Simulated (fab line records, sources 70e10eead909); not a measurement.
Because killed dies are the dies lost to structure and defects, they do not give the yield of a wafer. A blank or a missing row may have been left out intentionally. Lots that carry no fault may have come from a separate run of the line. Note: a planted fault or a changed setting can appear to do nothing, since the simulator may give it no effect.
fab line records	flow nand_harc
[record] lots = 5	wafers = 15	last_day = 31
route steps=1302 shown P_ZERO_WELL@29
lots that met no fault: taken from a fault-free run of the same line
start_h: hours from the record's first day to the start of the lot's first wafer shown	wait_h: hours since the lot's step before	" identical to the entry in the row above	L1.1+2: a single row standing in for several wafers	- either no value or no given start	* or withheld: withheld	< > ~ a bound
route shown NAME@n: names a module that has steps shown in the file, with the first one's number in the route	usual: mean/standard deviation taken from wafers without a fault	same: alike in all rows	chamber/n: place in a boat	sites: readings site by site	_std_site: the values' standard deviation	_edge_site: the outer-site mean with the inner-site mean subtracted	radius_mm: how far each site lies from the wafer's centre	mask NAME#n: copy n	behind: the most recent tool/chamber to have shaped the wafer	hold: what put the lot on hold/how long, in hours/how the hold closed	device: the n, p or np transistor that did not switch	end of line: tests run on the same wafers once the route is complete	step lacking rows: just its recipe	killed: not the wafer's yield, but the dies lost to structure and defects at the first sort	map: a wafer's dies, x killed, . not, _ none there
set.NAME: the setting the step ran with; set.NAME@STEP: the setting that earlier step ran with	model.NAME: the simulator's own value behind a step, which no gauge read
a table for each step, a row for each wafer; lots at some steps of the route
services: from which hour (start_h, from the record's first day; less than 0 if before it) a tool's chamber was out of use, for how many hours, and why
[[steps]]
[step NHARC_P_ZERO_WELL_CD_MEAS_24]
[recipe] target_cd_nm = 720	landing_energy_ev = 500
[usual] cd_nm = 719.7/1.9
lot.wafer	tool	chamber	start_h	wait_h	cd_nm
L790.3	cd_sem-01	0	22.58	-	719.0
L790.4	"	0	"	"	718.2
L790.6	"	0	"	"	715.4
L792.1	cd_sem-03	0	42.60	-	717.1
L792.2	"	0	"	"	717.3
L792.5	"	0	"	"	718.5
L795.2	cd_sem-02	0	72.49	-	715.8
L795.3	"	0	"	"	716.4
L795.6	"	0	"	"	718.4
L807.1	cd_sem-01	0	192.71	-	716.5
L807.3	"	0	"	"	718.4
L807.6	"	0	"	"	721.1
L808.4	cd_sem-01	0	203.30	-	719.3
L808.5	"	0	"	"	718.4
L808.6	"	0	"	"	718.8
[step NHARC_P_ZERO_WELL_HARDBAKE_25]
[recipe] temp_c = 125	time_s = 80
[step NHARC_P_ZERO_WELL_DESCUM_26]
[recipe] time_s = 3	o2_flow_sccm = 200	ar_flow_sccm = 0	bias_power_w = 0	chemistry = O2
[usual] drypump_motor_current_A = 5.83/0.27	oes_product_au = 0.999/0.011	rf_vpp_V = 57.8/0.95	showerhead_plenum_p_Torr = 1.93/0.091	throttle_valve_pct = 11.310/0.0093
lot.wafer	tool	chamber	start_h	wait_h	drypump_motor_current_A	oes_product_au	rf_hours_counter_h	rf_vpp_V	showerhead_plenum_p_Torr	throttle_valve_pct
L790.3	rie_diel-12	3	22.75	-	5.89	1.000	31	57.5	1.80	11.321
L790.4	"	0	"	"	5.68	1.013	34	56.1	1.97	11.310
L790.6	"	3	"	"	5.88	1.001	-	56.6	1.81	11.291
L792.2	rie_diel-09	2	42.76	-	6.46	0.983	20	57.7	1.95	11.320
L792.1	"	3	"	"	5.82	0.997	21	56.7	1.78	11.302
L792.5	"	2	"	"	6.45	0.981	-	56.3	1.95	11.298
L795.2	rie_diel-09	2	72.65	-	6.48	0.989	29	58.4	1.95	11.303
L795.3	"	3	"	"	5.85	0.995	30	56.7	1.77	11.293
L795.6	"	3	"	"	5.82	0.987	-	56.9	1.77	11.313
L807.1	rie_diel-02	0	192.89	-	6.12	1.001	47	59.3	2.06	11.315
L807.3	"	2	"	"	5.80	1.003	52	58.5	1.89	11.311
L807.6	"	3	"	"	5.25	0.987	-	59.2	2.01	11.299
L808.5	rie_diel-12	1	203.50	-	5.83	1.024	-	59.1	1.96	11.321
L808.4	"	3	"	"	5.87	0.987	-	58.2	1.79	11.309
L808.6	"	0	"	"	5.70	0.997	-	59.1	1.95	11.300
[step NHARC_P_ZERO_WELL_IMPLANT_27]
[recipe] energy_kev = 600	dose_cm2 = 1e+13	tilt_deg = 7
[step NHARC_P_ZERO_WELL_IMPLANT_57]
[recipe] energy_kev = 250	dose_cm2 = 4e+12	tilt_deg = 7
[step NHARC_P_ZERO_WELL_IMPLANT_58]
[recipe] energy_kev = 100	dose_cm2 = 2e+12	tilt_deg = 7
[step NHARC_P_ZERO_WELL_STRIP_28]
[recipe] time_s = 840	temp_c = 130	chemistry = SPM
[step NHARC_P_ZERO_WELL_DEHYDRATE_29]
[recipe] temp_c = 150	time_s = 120
[step NHARC_P_ZERO_WELL_HMDS_30]
[recipe] time_s = 30
[step NHARC_P_ZERO_WELL_COAT_31]
[recipe] spin_rpm = withheld
[step NHARC_P_ZERO_WELL_SOFTBAKE_32]
[recipe] temp_c = 122	time_s = 95
[step NHARC_P_ZERO_WELL_EBR_33]
[step NHARC_P_ZERO_WELL_EXPOSE_34]
[recipe] na = 0.6	target_cd_nm = 720	dose_mj = 22.31	mask_id = P_PWELL
lot.wafer	tool	chamber	start_h	wait_h	mask
L790.3+4+6	krf_scanner-01	0	23.95	-	P_PWELL#0
L792.1+2+5	krf_scanner-01	0	43.96	-	P_PWELL_R1#0
L795.2+3+6	krf_scanner-04	0	73.97	-	P_PWELL#0
L807.1+3+6	krf_scanner-02	0	194.20	-	P_PWELL#0
L808.4+5+6	krf_scanner-01	0	204.82	-	P_PWELL#0
[step NHARC_P_ZERO_WELL_PEB_35]
[recipe] peb_temp_c = 118	peb_time_s = 85
[step NHARC_P_ZERO_WELL_DEVELOP_36]
[recipe] time_s = 70
[step NHARC_P_ZERO_WELL_CD_MEAS_37]
[recipe] target_cd_nm = 720	landing_energy_ev = 500
[usual] cd_nm = 719.3/1.7
lot.wafer	tool	chamber	start_h	wait_h	cd_nm
L790.3	cd_sem-02	0	24.10	-	717.8
L790.4	"	0	"	"	720.8
L790.6	"	0	"	"	718.6
L792.1	cd_sem-03	0	44.12	-	759.8
L792.2	"	0	"	"	758.0
L792.5	"	0	"	"	757.1
L795.2	cd_sem-02	0	74.12	-	720.1
L795.3	"	0	"	"	719.6
L795.6	"	0	"	"	723.4
L807.1	cd_sem-01	0	194.35	-	717.0
L807.3	"	0	"	"	719.7
L807.6	"	0	"	"	716.3
L808.4	cd_sem-02	0	204.97	-	720.0
L808.5	"	0	"	"	718.0
L808.6	"	0	"	"	719.7
[step NHARC_P_ZERO_WELL_HARDBAKE_38]
[recipe] temp_c = 125	time_s = 80
[[services]]
tool	chamber	start_h	hours	kind
krf_scanner-01	0	6.27	-	calibration
krf_scanner-04	-	10.00	4.0	pm
krf_scanner-02	-	29.65	0.1	repair
rie_diel-02	-	39.70	9.0	pm
krf_scanner-02	-	45.06	1.0	repair
rie_diel-02	-	78.24	0.3	repair
rie_diel-02	3	79.09	13.0	repair
krf_scanner-02	-	82.10	0.1	repair
krf_scanner-02	-	84.07	1.5	repair
rie_diel-12	-	91.44	9.0	pm
krf_scanner-02	-	94.00	4.0	pm
rie_diel-02	0	104.52	8.8	repair
rie_diel-09	1	111.08	1.3	repair
rie_diel-02	0	118.88	2.3	repair
krf_scanner-04	-	133.56	2.8	repair
krf_scanner-01	-	140.00	4.0	pm
rie_diel-09	2	140.52	7.1	repair
rie_diel-12	2	142.32	7.3	repair
rie_diel-09	-	143.14	9.0	pm
rie_diel-09	2	168.44	2.5	repair
krf_scanner-04	-	168.92	0.6	repair
krf_scanner-04	-	182.00	4.0	pm
rie_diel-09	1	182.67	15.7	repair
rie_diel-12	2	200.63	10.0	repair
[[key]]
[first_sign] step = NHARC_P_ZERO_WELL_EXPOSE_34	reading = mask	direction = changed
[effect] step = NHARC_P_ZERO_WELL_CD_MEAS_37	reading = cd_nm	direction = up	sigmas = 24	usual = 719.3	struck = 758.3
met_at NHARC_P_ZERO_WELL_EXPOSE_34
struck_wafers L792.1,L792.2,L792.5
tester_left_out L792
onset_between 23.95 43.96
[fault] kind = wrong_mask	tool = any	chamber = -	onset_h = 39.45	steps = NHARC_P_ZERO_WELL_EXPOSE_34	aux_copy = P_PWELL_R1#0	cd_offset_nm = 38.647	scope = struck_lots_only
// tester_left_out: of these lots the tester's yield and bins aren't shown, on N5 and GAA mostly nor the transistor test; their killed dies are dies lost to structure and defects alone, not to doping, threshold or leakage, so they don't give the yield
